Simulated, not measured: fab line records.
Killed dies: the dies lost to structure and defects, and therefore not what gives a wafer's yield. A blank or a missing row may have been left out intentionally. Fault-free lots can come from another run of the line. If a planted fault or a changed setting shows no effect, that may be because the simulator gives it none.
Split-lot study + flow n5 finfet + 7 lots, 21 wafers read, on a route of 1938 steps

== ON THE SPLIT ==
At N5_WELL_APT_COAT_02 (resist thk 950 nm), the setting spin rpm was moved away from the recipe's 1357 rpm on 6 of the 21 wafers read, by -11.1% to +8.4%. The other wafers ran this setting at the recipe's value.

The reading comes from the split's own step.

== THE READING ==
coat_of_WELL_APT_COAT_02.thk nm (the simulator's own value, which no gauge read), in nm, at N5_WELL_APT_COAT_02 (resist thk 950 nm). The file does not state a usual value for it. The 15 wafers here that ran the recipe average 952.2 nm, standard deviation 2.3 nm.

| wafer  | tool, chamber at the split | spin rpm as run, rpm | against the recipe | coat_of_WELL_APT_COAT_02.thk nm, nm | against lot-mates on the recipe |
|--------|----------------------------|----------------------|--------------------|-------------------------------------|---------------------------------|
| L077.2 | litho track-02, 0          | 1357                 | recipe             | 950.9                               | -                               |
| L077.3 | litho track-02, 0          | 1357                 | recipe             | 951.8                               | -                               |
| L077.4 | litho track-02, 0          | 1357                 | recipe             | 947.7                               | -                               |
| L082.1 | litho track-04, 0          | 1357                 | recipe             | 951.8                               | -                               |
| L082.2 | litho track-04, 0          | 1357                 | recipe             | 950.5                               | -                               |
| L082.3 | litho track-04, 0          | 1357                 | recipe             | 951.6                               | -                               |
| L083.1 | litho track-01, 0          | 1357                 | recipe             | 954.9                               | -                               |
| L083.2 | litho track-01, 0          | 1471                 | +8.4%              | 917.1                               | -36.0                           |
| L083.6 | litho track-01, 0          | 1357                 | recipe             | 951.4                               | -                               |
| L084.4 | litho track-02, 0          | 1434                 | +5.7%              | 925                                 | -24.7                           |
| L084.5 | litho track-02, 0          | 1434                 | +5.7%              | 924.6                               | -25.1                           |
| L084.6 | litho track-02, 0          | 1357                 | recipe             | 949.7                               | -                               |
| L085.1 | litho track-01, 0          | 1357                 | recipe             | 956                                 | -                               |
| L085.3 | litho track-01, 0          | 1357                 | recipe             | 951.7                               | -                               |
| L085.5 | litho track-01, 0          | 1357                 | recipe             | 954.4                               | -                               |
| L087.1 | litho track-04, 0          | 1398                 | +3.0%              | 941.8                               | -13.1                           |
| L087.4 | litho track-04, 0          | 1357                 | recipe             | 953.6                               | -                               |
| L087.5 | litho track-04, 0          | 1357                 | recipe             | 956.2                               | -                               |
| L096.3 | litho track-04, 0          | 1206                 | -11.1%             | 1005                                | +54.0                           |
| L096.4 | litho track-04, 0          | 1357                 | recipe             | 951                                 | -                               |
| L096.5 | litho track-04, 0          | 1206                 | -11.1%             | 1007                                | +56.0                           |

THE FIT
A straight line over all 21 wafers: coat_of_WELL_APT_COAT_02.thk nm changes by -4.68 nm for each +1% of spin rpm; r = -0.99; the points scatter about the line by 2.5 nm.
The same after taking each lot's own level away (the mean of its wafers on the recipe; 21 wafers): -4.72 nm for each +1%; r = -1.00; scatter 1.7 nm.
That fit puts the effect of the largest move of spin rpm on the reading at 53 nm.
From 949.70 to 954.90 nm: that is the span of the lots' own levels, equal to 2.3 times the standard deviation above.
So the lot-to-lot level changes the slope little: the two slopes agree.
Check: for one of the wafers moved furthest among these (-11.1%), held out of the fit, the line's prediction against its lot-mates is +52.7 nm. Against them it came out at +54 nm.

== THE FILE'S OWN FIT ==
coat_of_WELL_APT_COAT_02.thk nm changes by -4.65 nm for each +1% of spin rpm, r = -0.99.
